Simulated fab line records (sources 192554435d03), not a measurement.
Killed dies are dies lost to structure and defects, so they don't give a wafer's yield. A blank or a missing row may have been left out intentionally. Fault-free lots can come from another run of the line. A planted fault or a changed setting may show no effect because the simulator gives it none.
Which tool did it?	flow n5-finfet	72 wafers from 24 lots sampled at 6 of the route's 1938 steps

WHAT THE GAUGES SHOWED, per wafer
N5_SD_ACTIVATION_RS_MEAS_03: measurement is done with a four-point probe.
lot	measured	on	RS_SD_N (ohm/sq)	RS_SD_P (ohm/sq)
L074	day 3 12:27	film-metro-02	22.10 21.69 21.96	55.5 55.3 55.2
L075	day 3 21:46	film-metro-02	22.21 21.75 21.66	55.2 55.6 56.1
L076	day 3 22:20	film-metro-02	21.60 21.55 21.62	56.9 56.0 56.2
L077	day 4 08:55	film-metro-01	22.17 21.72 22.25	55.5 55.0 54.9
L078	day 4 10:39	film-metro-01	21.81 21.86 21.98	58.8 58.5 58.9
L079	day 4 15:38	film-metro-02	22.34 22.07 22.34	55.8 55.2 55.9
L080	day 5 03:21	film-metro-01	21.88 21.58 21.97	55.9 55.5 56.9
L081	day 5 03:34	film-metro-02	22.07 22.11 21.84	56.3 56.3 56.4
L082	day 5 13:46	film-metro-02	21.79 21.89 21.73	55.1 55.9 56.2
L083	day 5 16:04	film-metro-01	21.89 21.87 22.11	55.4 56.4 55.7
L084	day 6 02:25	film-metro-02	22.57 22.18 21.81	57.4 57.1 57.0
L085	day 6 06:39	film-metro-01	22.65 22.27 22.61	57.9 57.4 57.2
L086	day 6 13:40	film-metro-01	22.27 22.13 21.95	56.4 55.7 56.1
L087	day 6 17:36	film-metro-01	21.96 22.11 22.04	57.1 56.8 57.4
L088	day 7 01:38	film-metro-02	21.74 21.67 21.90	55.6 55.3 55.7
L089	day 7 07:02	film-metro-02	21.84 21.41 22.05	56.2 57.0 56.6
L090	day 7 09:49	film-metro-01	21.65 21.47 21.38	57.2 56.7 56.7
L091	day 7 15:08	film-metro-01	22.09 22.22 21.58	56.9 56.8 56.7
L092	day 7 21:39	film-metro-01	22.04 21.84 21.91	55.2 55.7 55.7
L093	day 8 04:55	film-metro-01	21.32 21.76 21.76	56.3 55.7 54.9
L094	day 8 11:55	film-metro-01	21.63 21.46 22.05	56.6 55.9 56.8
L095	day 8 14:45	film-metro-01	21.93 21.91 21.88	57.2 56.4 56.3
L096	day 8 21:30	film-metro-01	21.96 21.27 21.85	57.4 55.9 56.9
L097	day 9 04:41	film-metro-02	21.64 22.06 21.81	56.3 56.2 56.6

N5_ILD0_THK_MEAS_13.
lot	measured	on	thk-nm (nm)
L074	day 3 19:46	film-metro-02	16.2 16.8 17.4
L075	day 4 04:17	film-metro-02	18.4 19.0 20.3
L076	day 4 04:53	film-metro-02	16.7 16.9 16.1
L077	day 4 15:31	film-metro-01	17.5 16.9 17.3
L078	day 4 17:11	film-metro-01	17.7 16.9 19.8
L079	day 4 22:11	film-metro-02	15.7 15.7 15.7
L080	day 5 10:10	film-metro-01	14.0 15.9 16.1
L081	day 5 10:30	film-metro-01	17.6 17.5 18.5
L082	day 5 20:29	film-metro-02	20.0 19.2 18.6
L083	day 5 22:38	film-metro-02	18.0 19.5 19.7
L084	day 6 09:23	film-metro-01	13.9 17.2 12.9
L085	day 6 14:19	film-metro-02	16.7 19.1 16.4
L086	day 6 20:14	film-metro-02	18.1 15.0 14.7
L087	day 7 00:21	film-metro-02	17.3 18.2 18.0
L088	day 7 08:13	film-metro-01	17.7 18.3 16.1
L089	day 7 13:33	film-metro-01	18.9 18.7 18.1
L090	day 7 16:34	film-metro-02	15.5 18.8 16.9
L091	day 7 22:11	film-metro-01	18.2 15.9 16.9
L092	day 8 04:12	film-metro-01	18.6 16.9 18.9
L093	day 8 12:50	film-metro-01	17.8 16.8 16.8
L094	day 8 19:07	film-metro-01	18.8 17.0 18.4
L095	day 8 22:26	film-metro-02	18.6 19.4 20.0
L096	day 9 04:19	film-metro-02	16.6 19.2 16.4
L097	day 9 11:14	film-metro-02	18.3 18.1 17.5

WHAT TOOL EACH LOT RAN ON (gives the tool, then ch and the chambers of the sampled wafers, and finally the start)
lot	N5_DUMMY_GATE_STRIP_48	N5_SPACER0_ALD_00	N5_SD_EPI_N_DESCUM_14	N5_ILD0_CMP_12
L074	rie-diel-02 ch 0,1,3, day 3 02:47	ald-sin-01 ch 0,1,3, day 3 03:09	rie-diel-03 ch 1,2,3, day 3 03:56	cmp-04 ch 0,2,3, day 3 19:28
L075	rie-diel-02 ch 0,1,2, day 3 10:58	ald-sin-03 ch 0,1, day 3 11:21	rie-diel-03 ch 0,1,2, day 3 12:16	cmp-02 ch 1,2,3, day 4 04:04
L076	rie-diel-02 ch 0,1,3, day 3 12:08	ald-sin-01 ch 0,1,3, day 3 12:31	rie-diel-01 ch 0,2,3, day 3 13:25	cmp-04 ch 0,1,3, day 4 04:38
L077	rie-diel-02 ch 1,3, day 3 20:43	ald-sin-03 ch 1,2,3, day 3 21:05	rie-diel-04 ch 1,2,3, day 3 22:05	cmp-04 ch 0,1,3, day 4 15:13
L078	rie-diel-02 ch 2,3, day 4 00:00	ald-sin-03 ch 0,1,2, day 4 00:22	rie-diel-04 ch 0,2,3, day 4 01:16	cmp-02 ch 0,1,2, day 4 16:54
L079	rie-diel-06 ch 0,3, day 4 05:33	ald-sin-01 ch 1,2, day 4 05:55	rie-diel-01 ch 0,1,2, day 4 07:02	cmp-04 ch 0,1,2, day 4 21:53
L080	rie-diel-05 ch 0,2,3, day 4 16:00	ald-sin-01 ch 1,2,3, day 4 16:23	rie-diel-01 ch 0,1,2, day 4 17:17	cmp-03 ch 0,2,3, day 5 09:55
L081	rie-diel-02 ch 0,2, day 4 17:37	ald-sin-01 ch 1,3, day 4 17:59	rie-diel-01 ch 0,2, day 4 18:49	cmp-04 ch 0,2, day 5 10:13
L082	rie-diel-06 ch 1,3, day 5 01:26	ald-sin-03 ch 1,2,3, day 5 02:22	rie-diel-04 ch 1,2,3, day 5 03:16	cmp-02 ch 0,1,2, day 5 20:16
L083	rie-diel-06 ch 1,2, day 5 05:34	ald-sin-04 ch 1,2, day 5 05:57	rie-diel-04 ch 0,2, day 5 06:51	cmp-02 ch 0,1,3, day 5 22:23
L084	rie-diel-02 ch 1,2,3, day 5 13:13	ald-sin-01 ch 0,2, day 5 15:15	rie-diel-04 ch 0,1,3, day 5 16:13	cmp-03 ch 0,3, day 6 09:05
L085	rie-diel-06 ch 1,2,3, day 5 19:04	ald-sin-01 ch 1,2,3, day 5 20:19	rie-diel-01 ch 0,1,3, day 5 21:27	cmp-04 ch 0,1,2, day 6 14:01
L086	rie-diel-06 ch 2,3, day 6 01:45	ald-sin-04 ch 0,1,3, day 6 02:25	rie-diel-04 ch 0,1,2, day 6 03:20	cmp-03 ch 0,3, day 6 19:56
L087	rie-diel-05 ch 2,3, day 6 05:40	ald-sin-03 ch 0,2,3, day 6 06:30	rie-diel-01 ch 0,1,3, day 6 07:27	cmp-03 ch 0,1, day 7 00:03
L088	rie-diel-06 ch 0,1,3, day 6 14:11	ald-sin-03 ch 0,1, day 6 14:34	rie-diel-01 ch 0,1,3, day 6 15:31	cmp-02 ch 0,1,2, day 7 07:59
L089	rie-diel-05 ch 0,1,3, day 6 18:05	ald-sin-03 ch 0,1,3, day 6 18:50	rie-diel-01 ch 0,1, day 6 19:50	cmp-04 ch 2,3, day 7 13:16
L090	rie-diel-06 ch 1,2,3, day 6 22:06	ald-sin-04 ch 0,1,3, day 6 22:37	rie-diel-01 ch 0,1,3, day 6 23:59	cmp-03 ch 0,1, day 7 16:18
L091	rie-diel-02 ch 0,1, day 7 05:22	ald-sin-04 ch 0,1,3, day 7 05:44	rie-diel-04 ch 0,2,3, day 7 06:31	cmp-02 ch 0,1,3, day 7 21:58
L092	rie-diel-06 ch 0,1, day 7 10:59	ald-sin-03 ch 1,2, day 7 11:22	rie-diel-04 ch 0,1,2, day 7 12:16	cmp-03 ch 0,3, day 8 03:54
L093	rie-diel-05 ch 1,2,3, day 7 16:45	ald-sin-04 ch 0,1,2, day 7 17:49	rie-diel-01 ch 2,3, day 7 18:43	cmp-03 ch 2,3, day 8 12:32
L094	rie-diel-06 ch 0,1,3, day 8 00:11	ald-sin-03 ch 1,3, day 8 00:37	rie-diel-04 ch 0,1, day 8 01:36	cmp-04 ch 0,1,3, day 8 18:50
L095	rie-diel-02 ch 0,2,3, day 8 04:56	ald-sin-04 ch 2,3, day 8 05:19	rie-diel-01 ch 0,1, day 8 06:13	cmp-04 ch 1,2,3, day 8 22:08
L096	rie-diel-05 ch 1,2, day 8 11:36	ald-sin-04 ch 0,2, day 8 11:59	rie-diel-01 ch 1,2, day 8 12:53	cmp-03 ch 0,2,3, day 9 04:02
L097	rie-diel-05 ch 0,1,3, day 8 18:10	ald-sin-04 ch 0,1,3, day 8 18:33	rie-diel-01 ch 1,2,3, day 8 19:43	cmp-04 ch 0,1,2, day 9 10:56
- N5_DUMMY_GATE_STRIP_48: strips in N2/H2, time 20 s.
- N5_SPACER0_ALD_00: deposits SiOCN, target thk 3.5 nm, pulse time 3 s, purge time 2 s.
- N5_SD_EPI_N_DESCUM_14: chemistry O2, time 7.9 s.
- N5_ILD0_CMP_12: polishes SiNx, stops on poly-Si, t overpolish 6 s, target thk 17.67 nm.

AS READ BY THE TOOLS THEMSELVES (means over the sampled wafers that have a number; for cases with no such wafer, the mark the record gives instead)
N5_DUMMY_GATE_STRIP_48.
lot	tool	bias-power-w (W)	drypump-motor-current-A (A)	oes-product-au (a.u.)	rf-vpp-V (V)	showerhead-plenum-p-Torr (Torr)	throttle-valve-pct (%)
L074	rie-diel-02	3.004	5.5	0.79	45.4	3.39	12.08
L075	rie-diel-02	3.008	5.6	0.78	45.9	3.32	12.04
L076	rie-diel-02	2.990	5.5	0.79	45.6	3.38	12.07
L077	rie-diel-02	2.996	5.7	0.78	46.2	3.45	12.19
L078	rie-diel-02	2.993	5.8	0.76	44.9	3.42	12.28
L079	rie-diel-06	3.005	5.8	0.78	44.9	3.23	11.97
L080	rie-diel-05	3.014	5.5	0.88	44.9	3.51	11.99
L081	rie-diel-02	3.007	5.4	0.77	44.8	3.36	12.12
L082	rie-diel-06	3.015	5.5	0.78	45.3	3.19	11.94
L083	rie-diel-06	3.014	4.9	0.75	45.1	3.41	12.18
L084	rie-diel-02	3.006	5.8	0.77	45.9	3.38	12.18
L085	rie-diel-06	3.007	5.3	0.79	45.0	3.33	12.04
L086	rie-diel-06	2.995	5.7	0.82	45.3	3.26	11.88
L087	rie-diel-05	2.988	5.1	0.86	45.5	3.54	11.99
L088	rie-diel-06	3.002	5.4	0.83	45.2	3.30	11.97
L089	rie-diel-05	3.006	5.7	0.88	45.4	3.46	12.11
L090	rie-diel-06	2.994	5.3	0.77	45.4	3.33	12.08
L091	rie-diel-02	2.997	5.7	0.78	46.1	3.27	11.98
L092	rie-diel-06	3.007	5.3	0.87	45.7	3.41	11.95
L093	rie-diel-05	3.002	5.4	0.86	45.3	3.50	12.11
L094	rie-diel-06	3.002	5.4	0.81	45.4	3.29	12.00
L095	rie-diel-02	3.000	5.5	0.73	45.3	3.40	12.29
L096	rie-diel-05	2.992	5.3	0.86	45.5	3.53	12.08
L097	rie-diel-05	3.005	5.7	0.85	45.7	3.45	12.16

N5_SPACER0_ALD_00.
lot	tool	heater-power-w (W)	precursor-pulse-height-rel
L074	ald-sin-01	844	0.992
L075	ald-sin-03	790	0.997
L076	ald-sin-01	840	1.004
L077	ald-sin-03	853	0.986
L078	ald-sin-03	785	0.998
L079	ald-sin-01	819	0.996
L080	ald-sin-01	797	1.021
L081	ald-sin-01	772	1.001
L082	ald-sin-03	844	0.982
L083	ald-sin-04	857	1.026
L084	ald-sin-01	900	0.987
L085	ald-sin-01	801	0.996
L086	ald-sin-04	833	0.981
L087	ald-sin-03	835	1.022
L088	ald-sin-03	792	0.999
L089	ald-sin-03	843	1.003
L090	ald-sin-04	820	1.028
L091	ald-sin-04	837	1.009
L092	ald-sin-03	797	1.002
L093	ald-sin-04	857	0.995
L094	ald-sin-03	892	0.984
L095	ald-sin-04	873	0.998
L096	ald-sin-04	892	1.014
L097	ald-sin-04	833	0.997

N5_SD_EPI_N_DESCUM_14.
lot	tool	bias-power-w (W)	drypump-motor-current-A (A)	oes-product-au (a.u.)	rf-vpp-V (V)	showerhead-plenum-p-Torr (Torr)	throttle-valve-pct (%)
L074	rie-diel-03	20.00	5.6	0.84	244.0	2.13	20.28
L075	rie-diel-03	20.02	5.8	0.86	244.2	2.14	20.31
L076	rie-diel-01	20.05	5.8	0.80	243.2	2.10	20.42
L077	rie-diel-04	20.01	5.3	0.77	243.4	2.08	20.34
L078	rie-diel-04	19.99	5.3	0.86	243.4	2.14	20.21
L079	rie-diel-01	20.00	5.8	0.78	242.1	2.05	20.52
L080	rie-diel-01	20.10	5.8	0.77	241.8	2.05	20.52
L081	rie-diel-01	20.01	5.5	0.76	241.6	2.04	20.62
L082	rie-diel-04	20.05	5.3	0.85	243.6	2.08	20.20
L083	rie-diel-04	20.08	5.4	0.90	245.5	2.21	20.20
L084	rie-diel-04	20.00	5.5	0.86	243.4	2.09	20.35
L085	rie-diel-01	20.03	6.0	0.78	243.3	2.11	20.36
L086	rie-diel-04	20.03	5.5	0.90	243.8	2.15	20.19
L087	rie-diel-01	20.00	6.0	0.78	242.8	2.11	20.36
L088	rie-diel-01	19.94	6.0	0.77	243.8	2.10	20.36
L089	rie-diel-01	20.05	6.0	0.76	242.1	2.06	20.43
L090	rie-diel-01	19.99	6.0	0.77	243.0	2.10	20.38
L091	rie-diel-04	20.02	5.2	0.82	243.8	2.13	20.27
L092	rie-diel-04	20.06	5.5	0.87	244.4	2.15	20.21
L093	rie-diel-01	20.01	5.3	0.90	244.9	2.19	20.32
L094	rie-diel-04	20.03	5.7	0.89	245.0	2.16	20.35
L095	rie-diel-01	20.00	6.3	0.80	242.4	2.11	20.46
L096	rie-diel-01	20.00	5.5	0.79	242.3	2.07	20.45
L097	rie-diel-01	20.01	5.5	0.80	243.5	2.12	20.36

N5_ILD0_CMP_12.
lot	tool	motor-current-A (A)	overpolish-run-s (s)	time-to-endpoint-s (s)
L074	cmp-04	9.3	6.005	27
L075	cmp-02	9.7	6.001	32
L076	cmp-04	10.2	6.009	27
L077	cmp-04	10.3	6.004	27
L078	cmp-02	9.5	5.990	29
L079	cmp-04	8.9	6.002	26
L080	cmp-03	8.4	6.002	24
L081	cmp-04	8.8	6.010	24
L082	cmp-02	9.7	5.990	30
L083	cmp-02	10.3	5.991	32
L084	cmp-03	8.3	5.997	25
L085	cmp-04	9.2	5.998	30
L086	cmp-03	8.3	6.008	23
L087	cmp-03	9.6	6.003	29
L088	cmp-02	9.5	5.998	28
L089	cmp-04	9.8	5.997	30
L090	cmp-03	11.4	5.995	28
L091	cmp-02	10.2	5.995	26
L092	cmp-03	8.0	6.003	29
L093	cmp-03	9.0	5.996	29
L094	cmp-04	10.1	6.004	30
L095	cmp-04	10.0	5.999	29
L096	cmp-03	8.4	5.999	27
L097	cmp-04	9.5	6.008	27

THE ANSWER, worked out from the rows above alone
Rule: the lots themselves supply what counts as usual. Put in order of their means at a reading, lots are off if they are a third of the lots or fewer, leave a main group of 4 or more, and stand apart from it by a gap of 3 or more times the standard deviation of the main group's means; of several such gaps the widest counts. A main group is skipped when, at the precision printed for the reading in the tables above, its means are all equal. A lot without any number at a reading at which 4 lots or more have one is off too. Where the step has rows for the other lots, those lots are counted as sound. First the gauges in route order, then the tools' own readings, where a lot's mean is used as printed above. The first step at which some lot is off is used, and at that step the reading that is off furthest; a lot without a number counts as furthest.
Across all readings shown, no lot is off: no conclusion can be drawn from this.

WHAT THE SIMULATOR HAD PUT IN
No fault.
